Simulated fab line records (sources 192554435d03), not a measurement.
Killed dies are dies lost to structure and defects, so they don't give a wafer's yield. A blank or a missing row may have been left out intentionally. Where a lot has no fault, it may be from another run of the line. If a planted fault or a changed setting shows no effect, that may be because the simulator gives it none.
fab line records ; flow n5Finfet ; part 1 of 2: steps 1 to 25 of 34
[record] lots = 5; wafers = 15; lastDay = 17
route steps=1938 shown BEOL_M10@1520 BEOL_M11@1536
lots that met no fault: taken from a fault-free run of the same line
startH: the number of hours between the record's first day and the start of the first shown wafer of the lot ; waitH: time in hours since the lot's previous step ; " unchanged from the row above ; L1.1+2: a single row standing in for several wafers ; - value missing, or start not given ; * or withheld: withheld ; < > ~ a bound
route shown NAME@n: names a module that has steps shown in the file, with the first one's number in the route ; usual: mean/standard deviation taken from wafers without a fault ; same: alike in all rows ; chamber/n: place in a boat ; sites: each site's reading ; _std_site: the values' standard deviation ; _edge_site: mean of outer sites minus mean of inner sites ; radiusMm: how far each site lies from the wafer's centre ; mask NAME#n: copy n ; behind: the last tool/chamber to shape the wafer ; hold: why the lot was held/for how many hours/how that ended ; device: which transistor (n, p or np) failed to switch ; end of line: the route-end tests of the same wafers ; a step without rows: its recipe alone ; killed: the dies lost at the first sort to structure and to defects; this is not the yield of the wafer ; map: shows each die of a wafer: x if killed, . if not, _ if none is there
set.NAME: the run value of the setting; set.NAME@STEP: its run value at that earlier step ; model.NAME: the simulator's own value behind a step, which no gauge read
a table for each step, a row for each wafer; lots at some steps of the route
services: a tool's chamber out of use, with start hour (startH, from the record's first day; less than 0 if before it), hours out, and reason
[[steps]]
[step N5_BEOL_M10_CD_MEAS_35]
[recipe] targetCdNm = 70; polarity = opening
[usual] cdNm = 70.2/0.57
lot.wafer;tool;chamber;startH;waitH;cdNm
L080.1;cdSem-01;-;262.58;0.0;69.1
L080.3;cdSem-01;-;262.58;0.0;69.5
L080.4;cdSem-01;-;262.58;0.0;70.1
L081.4;cdSem-01;-;266.35;0.0;70.4
L081.5;cdSem-01;-;266.35;0.0;69.9
L081.6;cdSem-01;-;266.35;0.0;69.3
L088.1;cdSem-01;-;307.10;0.0;70.8
L088.4;cdSem-01;-;307.10;0.0;71.3
L088.6;cdSem-01;-;307.10;0.0;69.9
L092.1;cdSem-01;-;325.76;0.0;70.8
L092.2;cdSem-01;-;325.76;0.0;71.0
L092.3;cdSem-01;-;325.76;0.0;70.1
L096.2;cdSem-01;-;352.42;0.0;70.6
L096.5;cdSem-01;-;352.42;0.0;70.6
L096.6;cdSem-01;-;352.42;0.0;70.0
[step N5_BEOL_M10_CURE_72]
[recipe] tempC = 370; timeS = 120; ambient = DMADMS/He; material = SiCOH_lowk
[usual] lampPowerPct = 52.32/0.06; wafer_temp_C_max = 371.6/0.37
lot.wafer;tool;chamber;startH;waitH;lampPowerPct;wafer_temp_C_max
L080.1;uvCure-02;2;262.62;0.0;52.25;371.4
L080.3;uvCure-02;2;262.62;0.0;52.27;371.9
L080.4;uvCure-02;2;262.62;0.0;52.32;371.0
L081.4;uvCure-01;2;266.73;0.4;52.22;371.1
L081.5;uvCure-01;2;266.73;0.4;52.35;371.4
L081.6;uvCure-01;2;266.73;0.4;52.33;371.8
L088.1;uvCure-02;0;307.24;0.1;52.27;371.0
L088.4;uvCure-02;0;307.24;0.1;52.28;371.7
L088.6;uvCure-02;0;307.24;0.1;52.36;371.6
L092.1;uvCure-02;1;325.80;0.0;52.35;371.9
L092.2;uvCure-02;1;325.80;0.0;52.37;371.6
L092.3;uvCure-02;1;325.80;0.0;52.31;371.4
L096.2;uvCure-03;2;352.51;0.1;52.27;371.2
L096.5;uvCure-03;2;352.51;0.1;52.38;371.9
L096.6;uvCure-03;2;352.51;0.1;52.28;371.0
[step N5_BEOL_M10_DEGAS_44]
[recipe] ambient = vacuum; tempC = 250; timeS = 60
[usual] heaterPowerW = 301/34
lot.wafer;tool;chamber;startH;waitH;heaterPowerW
L080.1;pvdSputter-03;-;263.03;0.4;300
L080.3;pvdSputter-03;-;263.03;0.4;318
L080.4;pvdSputter-03;-;263.03;0.4;265
L081.4;pvdSputter-01;-;267.75;1.0;320
L081.5;pvdSputter-01;-;267.75;1.0;261
L081.6;pvdSputter-01;-;267.75;1.0;250
L088.1;pvdSputter-01;-;307.79;0.5;251
L088.4;pvdSputter-01;-;307.79;0.5;317
L088.6;pvdSputter-01;-;307.79;0.5;309
L092.1;pvdSputter-01;-;326.66;0.8;243
L092.2;pvdSputter-01;-;326.66;0.8;263
L092.3;pvdSputter-01;-;326.66;0.8;321
L096.2;pvdSputter-01;-;353.04;0.5;263
L096.5;pvdSputter-01;-;353.04;0.5;364
L096.6;pvdSputter-01;-;353.04;0.5;320
[step N5_BEOL_M10_PRE_CLEAN_45]
[recipe] gas = H2/He; timeS = 30; tempC = 250
[usual] heaterPowerW = 300/34
lot.wafer;tool;chamber;startH;waitH;heaterPowerW
L080.1;pvdSputter-03;-;263.07;0.0;301
L080.3;pvdSputter-03;-;263.07;0.0;322
L080.4;pvdSputter-03;-;263.07;0.0;259
L081.4;pvdSputter-01;-;267.79;0.0;313
L081.5;pvdSputter-01;-;267.79;0.0;257
L081.6;pvdSputter-01;-;267.79;0.0;249
L088.1;pvdSputter-01;-;307.83;0.0;253
L088.4;pvdSputter-01;-;307.83;0.0;310
L088.6;pvdSputter-01;-;307.83;0.0;320
L092.1;pvdSputter-01;-;326.70;0.0;248
L092.2;pvdSputter-01;-;326.70;0.0;261
L092.3;pvdSputter-01;-;326.70;0.0;321
L096.2;pvdSputter-01;-;353.08;0.0;265
L096.5;pvdSputter-01;-;353.08;0.0;375
L096.6;pvdSputter-01;-;353.08;0.0;308
[step N5_BEOL_M10_ALD_74]
[recipe] material = TaN; targetThkA = 20; tempC = 275; aldPrecursorFamily = PDMAT; aldCoReactant = NH3; pressureTorr = 3; carrierFlowSccm = 1500; pulseTimeS = 2; purgeTimeS = 3; coReactantPurgeTimeS = 2; coReactantPulseTimeS = 3; aldCycles = 40; precursorVesselTempC = 75; precursorVesselPressureTorr = 26.25; precursorVesselCarrierSccm = 1000
[usual] chamberPressureTorr = 3.000/0.0061; heaterPowerW = 429/37; precursorVesselCarrierSccm = 1000/3
lot.wafer;tool;chamber;startH;waitH;chamberPressureTorr;heaterPowerW;precursorVesselCarrierSccm
L080.1;aldMetal-03;0;263.13;0.0;3.000;449;1003
L080.3;aldMetal-03;3;263.13;0.0;2.996;397;997
L080.4;aldMetal-03;2;263.13;0.0;2.998;464;1000
L081.4;aldMetal-01;2;267.98;0.2;3.009;361;1006
L081.5;aldMetal-01;1;267.98;0.2;2.992;467;1001
L081.6;aldMetal-01;3;267.98;0.2;3.008;478;1000
L088.1;aldMetal-01;3;307.89;0.0;3.013;471;994
L088.4;aldMetal-01;2;307.89;0.0;3.003;368;1000
L088.6;aldMetal-01;2;307.89;0.0;2.997;374;1005
L092.1;aldMetal-02;0;326.76;0.0;2.994;408;1000
L092.2;aldMetal-02;3;326.76;0.0;3.005;473;1000
L092.3;aldMetal-02;2;326.76;0.0;2.990;435;1000
L096.2;aldMetal-03;2;353.14;0.0;2.990;430;998
L096.5;aldMetal-03;3;353.14;0.0;2.995;385;1000
L096.6;aldMetal-03;2;353.14;0.0;3.000;429;1002
[step N5_BEOL_M10_SURFACE_TREAT_76]
[recipe] gas = Ar; timeS = *; ionEnergyEv = *; ionCurrentMaCm2 = 0.5; pressureMtorr = *; arFlowSccm = 30
[usual] pressureMtorr = *; throttleValvePct = *
lot.wafer;tool;chamber;startH;waitH;pressureMtorr;throttleValvePct
L080.1;pvdSputter-03;-;263.45;0.2;*;*
L080.3;pvdSputter-03;-;263.45;0.2;*;*
L080.4;pvdSputter-03;-;263.45;0.2;*;*
L081.4;pvdSputter-01;-;268.19;0.1;*;*
L081.5;pvdSputter-01;-;268.19;0.1;*;*
L081.6;pvdSputter-01;-;268.19;0.1;*;*
L088.1;pvdSputter-03;-;308.20;0.2;*;*
L088.4;pvdSputter-03;-;308.20;0.2;*;*
L088.6;pvdSputter-03;-;308.20;0.2;*;*
L092.1;pvdSputter-01;-;327.10;0.2;*;*
L092.2;pvdSputter-01;-;327.10;0.2;*;*
L092.3;pvdSputter-01;-;327.10;0.2;*;*
L096.2;pvdSputter-01;-;353.50;0.2;*;*
L096.5;pvdSputter-01;-;353.50;0.2;*;*
L096.6;pvdSputter-01;-;353.50;0.2;*;*
[step N5_BEOL_M10_CVD_75]
[recipe] material = Co; targetThkA = 20; tempC = withheld; precursor = CCTBA/H2; pressureTorr = 30; timeS = 138.9
[usual] chamberPressureTorr = 30.00/0.061
lot.wafer;tool;chamber;startH;waitH;chamberPressureTorr
L080.1;cvdCo-02;0;263.57;0.1;29.87
L080.3;cvdCo-02;1;263.57;0.1;30.03
L080.4;cvdCo-02;1;263.57;0.1;29.99
L081.4;cvdCo-01;2;268.44;0.2;29.97
L081.5;cvdCo-01;1;268.44;0.2;29.96
L081.6;cvdCo-01;0;268.44;0.2;30.01
L088.1;cvdCo-02;1;308.26;0.0;30.00
L088.4;cvdCo-02;1;308.26;0.0;30.00
L088.6;cvdCo-02;2;308.26;0.0;30.05
L092.1;cvdCo-01;2;327.23;0.1;30.03
L092.2;cvdCo-01;0;327.23;0.1;29.99
L092.3;cvdCo-01;1;327.23;0.1;29.98
L096.2;cvdCo-01;2;353.79;0.3;29.95
L096.5;cvdCo-01;2;353.79;0.3;30.04
L096.6;cvdCo-01;0;353.79;0.3;30.06
[step N5_BEOL_M10_SPUTTER_48]
[recipe] material = Cu; targetThkA = 120; tempC = -20; biasV = 60; powerW = 26000; chamberPressurePa = 0.13; timeS = 2
[usual] throttleValvePct = 30.3/1.1
lot.wafer;tool;chamber;startH;waitH;throttleValvePct
L080.1;pvdSputter-01;-;265.23;1.6;30.2
L080.3;pvdSputter-01;-;265.23;1.6;29.2
L080.4;pvdSputter-01;-;265.23;1.6;30.4
L081.4;pvdSputter-01;-;268.63;0.1;29.4
L081.5;pvdSputter-01;-;268.63;0.1;30.3
L081.6;pvdSputter-01;-;268.63;0.1;29.8
L088.1;pvdSputter-03;-;308.40;0.1;30.2
L088.4;pvdSputter-03;-;308.40;0.1;32.1
L088.6;pvdSputter-03;-;308.40;0.1;32.7
L092.1;pvdSputter-02;-;327.37;0.1;30.4
L092.2;pvdSputter-02;-;327.37;0.1;30.6
L092.3;pvdSputter-02;-;327.37;0.1;30.6
L096.2;pvdSputter-03;-;354.82;1.0;32.6
L096.5;pvdSputter-03;-;354.82;1.0;29.0
L096.6;pvdSputter-03;-;354.82;1.0;32.8
[step N5_BEOL_M10_ECD_50]
[recipe] material = Cu; targetThkA = 3180
lot.wafer;tool;chamber;startH;waitH
L080.1+3+4;ecdCu-01;1,1,0;265.35;0.1
L081.4+5+6;ecdCu-01;0,0,1;268.78;0.1
L088.1+4+6;ecdCu-02;1,0,0;308.52;0.1
L092.1+2+3;ecdCu-02;0,1,0;327.49;0.1
L096.2+5+6;ecdCu-01;1,1,0;354.94;0.1
[step N5_BEOL_M10_ANNEAL_51]
[recipe] tempC = 225; timeS = 90; ambient = N2
[usual] wafer_temp_C_max = 225.65/0.2
lot.wafer;tool;chamber;startH;waitH;wafer_temp_C_max
L080.1;rtpAnneal-02;0;265.46;0.1;225.46
L080.3;rtpAnneal-02;0;265.46;0.1;225.94
L080.4;rtpAnneal-02;0;265.46;0.1;225.85
L081.4;rtpAnneal-01;0;268.99;0.2;225.44
L081.5;rtpAnneal-01;0;268.99;0.2;225.64
L081.6;rtpAnneal-01;0;268.99;0.2;225.53
L088.1;rtpAnneal-02;0;308.63;0.1;226.25
L088.4;rtpAnneal-02;0;308.63;0.1;225.71
L088.6;rtpAnneal-02;0;308.63;0.1;225.83
L092.1;rtpAnneal-01;0;327.69;0.2;225.52
L092.2;rtpAnneal-01;0;327.69;0.2;225.57
L092.3;rtpAnneal-01;0;327.69;0.2;225.20
L096.2;rtpAnneal-02;0;355.09;0.1;225.81
L096.5;rtpAnneal-02;0;355.09;0.1;225.71
L096.6;rtpAnneal-02;0;355.09;0.1;225.53
[step N5_BEOL_M10_CMP_52]
[recipe] stopOn = SiCOH_lowk; tOverpolishS = 7; downForcePsi = 1; platenRpm = 50; clearingPlatenDownForcePsi = 1.5; clearingPlatenRpm = 50; postCmpClean = cuAlkaline; targetThkNm = 140; clearingPlatenPadVelocityMS = 0.99484; padVelocityMS = 0.99484
[usual] barrierFieldEndpointS = 28.8/0.68; motorCurrentA = 6.5/0.86; overpolishRunS = 7.000/0.0095; slurryFilterDpKPa = 13.51/0.14; timeToEndpointS = 66.0/2.8
lot.wafer;tool;chamber;startH;waitH;barrierFieldEndpointS;motorCurrentA;overpolishRunS;slurryFilterDpKPa;timeToEndpointS
L080.4;cmp-03;1;265.76;0.1;28.6;6.3;6.987;13.38;69.8
L080.3;cmp-03;2;265.76;0.1;28.0;7.2;6.991;13.35;68.3
L080.1;cmp-03;0;265.76;0.1;28.1;5.9;7.003;13.53;68.0
L081.4;cmp-01;1;269.19;0.2;29.0;6.5;6.994;13.48;67.1
L081.6;cmp-01;0;269.19;0.2;29.1;6.8;6.989;13.50;66.3
L081.5;cmp-01;1;269.19;0.2;29.5;6.4;7.006;13.22;70.1
L088.4;cmp-01;0;308.94;0.1;29.1;6.8;6.986;13.69;66.3
L088.1;cmp-01;2;308.94;0.1;29.5;5.0;7.004;13.66;68.0
L088.6;cmp-01;0;308.94;0.1;28.7;6.8;7.001;13.61;66.1
L092.1;cmp-01;2;327.99;0.3;28.4;4.9;6.979;13.48;65.3
L092.3;cmp-01;0;327.99;0.3;28.7;6.9;7.004;13.64;64.3
L092.2;cmp-01;1;327.99;0.3;27.7;6.4;6.992;13.47;61.4
L096.2;cmp-03;1;355.40;0.3;28.5;6.5;7.006;13.50;63.1
L096.6;cmp-03;0;355.40;0.3;29.0;5.8;6.992;13.35;62.6
L096.5;cmp-03;1;355.40;0.3;28.2;6.3;7.021;13.87;61.0
[step N5_BEOL_M10_THK_MEAS_53]
[recipe] thkMeasGauge = xrf; reads = Cu_of_BEOL_M10_ECD_50
[usual] M10_THK = 139.5/2.4
lot.wafer;tool;chamber;startH;waitH;M10_THK[nm]
L080.1;filmMetro-01;-;266.05;-;140.0
L080.3;filmMetro-01;-;266.05;-;133.4
L080.4;filmMetro-01;-;266.05;-;136.8
L081.4;filmMetro-02;-;269.45;-;141.2
L081.5;filmMetro-02;-;269.45;-;142.7
L081.6;filmMetro-02;-;269.45;-;139.8
L088.1;filmMetro-01;-;309.24;-;140.0
L088.4;filmMetro-01;-;309.24;-;133.8
L088.6;filmMetro-01;-;309.24;-;139.4
L092.1;filmMetro-02;-;328.29;-;139.0
L092.2;filmMetro-02;-;328.29;-;140.2
L092.3;filmMetro-02;-;328.29;-;137.6
L096.2;filmMetro-01;-;355.65;-;136.3
L096.5;filmMetro-01;-;355.65;-;138.8
L096.6;filmMetro-01;-;355.65;-;137.9
[step N5_BEOL_M10_PRE_CLEAN_55]
[recipe] gas = NH3; timeS = 15; tempC = withheld; rfPowerW = 300
lot.wafer;tool;chamber;startH;waitH
L080.1+3+4;pecvd-02;2,1,0;266.09;0.0
L081.4+5+6;pecvd-02;0,1,2;269.50;0.0
L088.1+4+6;pecvd-02;2,0,1;309.27;0.0
L092.1+2+3;pecvd-03;0,1,2;328.38;0.1
L096.2+5+6;pecvd-04;1,1,0;355.69;0.0
[step N5_BEOL_M10_DEP_56]
[recipe] material = SiCN; targetThkA = 150; tempC = withheld; precursor = 3MS/NH3; pressureTorr = 3; rfW = 202; timeS = 26.5
[usual] chamberPressureTorr = 2.999/0.0062; showerheadPlenumPTorr = 3.659/0.013; throttleValvePct = 9.0/0.53
lot.wafer;tool;chamber;startH;waitH;chamberPressureTorr;showerheadPlenumPTorr;throttleValvePct
L080.1;pecvd-02;2;266.11;0.0;2.998;3.637;8.3
L080.3;pecvd-02;1;266.11;0.0;3.002;3.680;9.5
L080.4;pecvd-02;0;266.11;0.0;2.997;3.646;9.2
L081.4;pecvd-02;0;269.53;0.0;3.002;3.645;9.2
L081.5;pecvd-02;1;269.53;0.0;2.997;3.676;9.7
L081.6;pecvd-02;2;269.53;0.0;2.996;3.640;8.5
L088.1;pecvd-02;2;309.30;0.0;2.995;3.641;8.6
L088.4;pecvd-02;0;309.30;0.0;3.004;3.642;9.4
L088.6;pecvd-02;1;309.30;0.0;2.996;3.681;9.8
L092.1;pecvd-03;0;328.40;0.0;2.997;3.660;9.2
L092.2;pecvd-03;1;328.40;0.0;2.999;3.671;10.1
L092.3;pecvd-03;2;328.40;0.0;2.990;3.650;8.7
L096.2;pecvd-04;1;355.71;0.0;3.002;3.659;8.4
L096.5;pecvd-04;1;355.71;0.0;3.005;3.653;8.4
L096.6;pecvd-04;0;355.71;0.0;2.988;3.654;8.9
[step N5_BEOL_M10_RS_MEAS_57]
[recipe] thkMeasGauge = four-point-probe; reads = Cu_of_BEOL_M10_ECD_50+Co_of_BEOL_M10_CVD_75+TaN_of_BEOL_M10_ALD_74
[usual] M10_RS = 0.1512/0.0028
lot.wafer;tool;chamber;startH;waitH;M10_RS[ohm/sq]
L080.1;filmMetro-02;-;266.19;0.1;0.1492
L080.3;filmMetro-02;-;266.19;0.1;0.1581
L080.4;filmMetro-02;-;266.19;0.1;0.1542
L081.4;filmMetro-02;-;269.59;0.0;0.1493
L081.5;filmMetro-02;-;269.59;0.0;0.1475
L081.6;filmMetro-02;-;269.59;0.0;0.1497
L088.1;filmMetro-01;-;309.37;0.1;0.1502
L088.4;filmMetro-01;-;309.37;0.1;0.1576
L088.6;filmMetro-01;-;309.37;0.1;0.1506
L092.1;filmMetro-01;-;328.48;0.1;0.1526
L092.2;filmMetro-01;-;328.48;0.1;0.1516
L092.3;filmMetro-01;-;328.48;0.1;0.1543
L096.2;filmMetro-01;-;355.79;0.1;0.1555
L096.5;filmMetro-01;-;355.79;0.1;0.1527
L096.6;filmMetro-01;-;355.79;0.1;0.1534
[step N5_BEOL_M10_INSPECT_58]
[recipe] inspectInstrument = darkfield; mode = postDep
[usual] rawDefectCount = 76/26
lot.wafer;tool;chamber;startH;waitH;rawDefectCount
L080.1;defectInspect-01;-;266.21;0.0;88
L080.3;defectInspect-01;-;266.21;0.0;68
L080.4;defectInspect-01;-;266.21;0.0;80
L081.4;defectInspect-02;-;269.62;0.0;54
L081.5;defectInspect-02;-;269.62;0.0;57
L081.6;defectInspect-02;-;269.62;0.0;39
L088.1;defectInspect-01;-;309.40;0.0;79
L088.4;defectInspect-01;-;309.40;0.0;100
L088.6;defectInspect-01;-;309.40;0.0;83
L092.1;defectInspect-02;-;328.50;0.0;115
L092.2;defectInspect-02;-;328.50;0.0;60
L092.3;defectInspect-02;-;328.50;0.0;67
L096.2;defectInspect-01;-;355.81;0.0;129
L096.5;defectInspect-01;-;355.81;0.0;78
L096.6;defectInspect-01;-;355.81;0.0;69
[step N5_BEOL_M11_ILD_DEP_00]
[recipe] material = SiCOH_lowk; targetThkA = 3085.1; tempC = 300; precursor = DEMS/porogen; pressureTorr = 5; rfW = 500; timeS = 58
[usual] chamberPressureTorr = 5.000/0.011; heaterPowerW = 292/52; showerheadPlenumPTorr = 5.734/0.019; throttleValvePct = 13.6/0.52
lot.wafer;tool;chamber;startH;waitH;chamberPressureTorr;heaterPowerW;showerheadPlenumPTorr;throttleValvePct
L080.1;pecvd-04;2;266.25;0.0;5.015;397;5.715;13.1
L080.3;pecvd-04;1;266.25;0.0;5.005;366;5.730;13.2
L080.4;pecvd-04;1;266.25;0.0;5.011;373;5.722;13.1
L081.4;pecvd-01;1;269.68;0.1;4.989;225;5.750;14.0
L081.5;pecvd-01;2;269.68;0.1;4.999;217;5.733;13.1
L081.6;pecvd-01;0;269.68;0.1;4.988;323;5.725;13.9
L088.1;pecvd-04;0;309.44;0.0;5.005;234;5.744;13.4
L088.4;pecvd-04;1;309.44;0.0;5.003;384;5.739;13.1
L088.6;pecvd-04;0;309.44;0.0;5.004;251;5.732;13.6
L092.1;pecvd-02;1;328.54;0.0;4.987;276;5.765;14.8
L092.2;pecvd-02;0;328.54;0.0;5.006;342;5.727;14.1
L092.3;pecvd-02;1;328.54;0.0;4.999;278;5.769;14.6
L096.2;pecvd-01;2;355.85;0.0;4.995;269;5.720;13.5
L096.5;pecvd-01;1;355.85;0.0;5.002;280;5.778;14.0
L096.6;pecvd-01;0;355.85;0.0;5.009;290;5.740;13.8
[step N5_BEOL_M11_CURE_71]
[recipe] tempC = 385; timeS = 240; ambient = He/Ar; material = SiCOH_lowk
[usual] lampPowerPct = 52.31/0.055; wafer_temp_C_max = 386.8/0.55
lot.wafer;tool;chamber;startH;waitH;lampPowerPct;wafer_temp_C_max
L080.1;uvCure-02;2;266.33;0.0;52.28;387.1
L080.3;uvCure-02;2;266.33;0.0;52.24;386.6
L080.4;uvCure-02;2;266.33;0.0;52.34;386.8
L081.4;uvCure-02;2;269.97;0.3;52.36;387.2
L081.5;uvCure-02;2;269.97;0.3;52.29;386.9
L081.6;uvCure-02;2;269.97;0.3;52.25;386.8
L088.1;uvCure-01;0;309.56;0.1;52.30;388.1
L088.4;uvCure-01;0;309.56;0.1;52.33;387.0
L088.6;uvCure-01;0;309.56;0.1;52.27;387.8
L092.1;uvCure-03;1;328.65;0.1;52.33;387.0
L092.2;uvCure-03;1;328.65;0.1;52.29;386.8
L092.3;uvCure-03;1;328.65;0.1;52.35;387.9
L096.2;uvCure-01;1;356.01;0.1;52.28;386.5
L096.5;uvCure-01;1;356.01;0.1;52.30;386.4
L096.6;uvCure-01;1;356.01;0.1;52.33;386.2
[step N5_BEOL_M11_THK_MEAS_01]
[recipe] reads = SiCOH_lowk_of_BEOL_M11_ILD_DEP_00
[usual] M11_ILD_THK = 268/3.4
lot.wafer;tool;chamber;startH;waitH;M11_ILD_THK[nm]
L080.1;filmMetro-02;-;266.84;0.4;265
L080.3;filmMetro-02;-;266.84;0.4;265
L080.4;filmMetro-02;-;266.84;0.4;268
L081.4;filmMetro-02;-;270.24;0.2;272
L081.5;filmMetro-02;-;270.24;0.2;268
L081.6;filmMetro-02;-;270.24;0.2;269
L088.1;filmMetro-02;-;310.08;0.4;266
L088.4;filmMetro-02;-;310.08;0.4;270
L088.6;filmMetro-02;-;310.08;0.4;271
L092.1;filmMetro-01;-;329.16;0.4;260
L092.2;filmMetro-01;-;329.16;0.4;261
L092.3;filmMetro-01;-;329.16;0.4;261
L096.2;filmMetro-02;-;356.44;0.4;268
L096.5;filmMetro-02;-;356.44;0.4;273
L096.6;filmMetro-02;-;356.44;0.4;270
[step N5_BEOL_M11_PECVD_70]
[recipe] material = SiO2; targetThkA = 200; tempC = 400; precursor = TEOS/O2; pressureTorr = 5.5; rfW = 450; teosFlowSccm = 53.8; gas = O2; flowSccm = 3000; timeS = 22.7
[usual] chamberPressureTorr = 5.498/0.013; heaterPowerW = 701/94; showerheadPlenumPTorr = 8.75/0.07; throttleValvePct = 21.9/0.92
lot.wafer;tool;chamber;startH;waitH;chamberPressureTorr;heaterPowerW;showerheadPlenumPTorr;throttleValvePct
L080.1;pecvd-01;2;266.88;0.0;5.477;647;8.68;21.2
L080.3;pecvd-01;0;266.88;0.0;5.511;717;8.73;22.7
L080.4;pecvd-01;1;266.88;0.0;5.503;573;8.90;22.6
L081.4;pecvd-04;0;270.30;0.1;5.517;671;8.73;21.8
L081.5;pecvd-04;2;270.30;0.1;5.488;928;8.75;21.0
L081.6;pecvd-04;1;270.30;0.1;5.484;725;8.74;21.2
L088.1;pecvd-01;2;310.11;0.0;5.498;644;8.67;21.5
L088.4;pecvd-01;1;310.11;0.0;5.472;590;8.91;22.5
L088.6;pecvd-01;1;310.11;0.0;5.497;606;8.92;22.7
L092.1;pecvd-01;2;329.20;0.0;5.520;548;8.70;21.3
L092.2;pecvd-01;1;329.20;0.0;5.481;626;8.91;22.7
L092.3;pecvd-01;0;329.20;0.0;5.512;762;8.75;22.4
L096.2;pecvd-04;0;356.48;0.0;5.492;633;8.73;21.9
L096.5;pecvd-04;0;356.48;0.0;5.469;635;8.73;22.0
L096.6;pecvd-04;2;356.48;0.0;5.500;895;8.75;21.1
[step N5_BEOL_M11_HM_DEP_02]
[recipe] material = TiN; targetThkA = 200; tempC = 25; chamberPressurePa = 0.49996
[usual] throttleValvePct = 30.2/1
lot.wafer;tool;chamber;startH;waitH;throttleValvePct
L080.1;pvdSputter-01;-;268.23;1.3;29.9
L080.3;pvdSputter-01;-;268.23;1.3;30.3
L080.4;pvdSputter-01;-;268.23;1.3;29.1
L081.4;pvdSputter-03;-;272.57;2.3;28.8
L081.5;pvdSputter-03;-;272.57;2.3;30.0
L081.6;pvdSputter-03;-;272.57;2.3;32.8
L088.1;pvdSputter-03;-;311.48;1.4;29.2
L088.4;pvdSputter-03;-;311.48;1.4;29.8
L088.6;pvdSputter-03;-;311.48;1.4;29.1
L092.1;pvdSputter-01;-;330.26;1.0;30.0
L092.2;pvdSputter-01;-;330.26;1.0;30.3
L092.3;pvdSputter-01;-;330.26;1.0;29.3
L096.2;pvdSputter-03;-;357.14;0.6;31.8
L096.5;pvdSputter-03;-;357.14;0.6;30.2
L096.6;pvdSputter-03;-;357.14;0.6;32.1
[step N5_BEOL_M11_COAT_59]
[recipe] resist = SOC; tempC = 250; timeS = 60; spinRpm = 1500; resistThkNm = 100
lot.wafer;tool;chamber;startH;waitH
L080.1+3+4;lithoTrack-05;0;268.36;0.1
L081.4+5+6;lithoTrack-04;0;272.70;0.1
L088.1+4+6;lithoTrack-05;0;311.61;0.1
L092.1+2+3;lithoTrack-05;0;330.38;0.1
L096.2+5+6;lithoTrack-02;0;357.27;0.1
[step N5_BEOL_M11_COAT_60]
[recipe] resist = SiARC; tempC = 220; timeS = 60; spinRpm = 1500; resistThkNm = 30
lot.wafer;tool;chamber;startH;waitH
L080.1+3+4;lithoTrack-05;0;-;-
L081.4+5+6;lithoTrack-04;0;-;-
L088.1+4+6;lithoTrack-05;0;-;-
L092.1+2+3;lithoTrack-05;0;-;-
L096.2+5+6;lithoTrack-02;0;-;-
[step N5_BEOL_M11_COAT_05]
[recipe] resist = CAR-ArF; spinRpm = 1500; resistThkNm = 90
lot.wafer;tool;chamber;startH;waitH
L080.1+3+4;lithoTrack-05;0;-;-
L081.4+5+6;lithoTrack-04;0;-;-
L088.1+4+6;lithoTrack-05;0;-;-
L092.1+2+3;lithoTrack-05;0;-;-
L096.2+5+6;lithoTrack-02;0;-;-
[step N5_BEOL_M11_EBR_07]
[recipe] solvent = PGMEA; ebrWidthMm = 1.5
lot.wafer;tool;chamber;startH;waitH
L080.1+3+4;lithoTrack-05;0;-;-
L081.4+5+6;lithoTrack-04;0;-;-
L088.1+4+6;lithoTrack-05;0;-;-
L092.1+2+3;lithoTrack-05;0;-;-
L096.2+5+6;lithoTrack-02;0;-;-
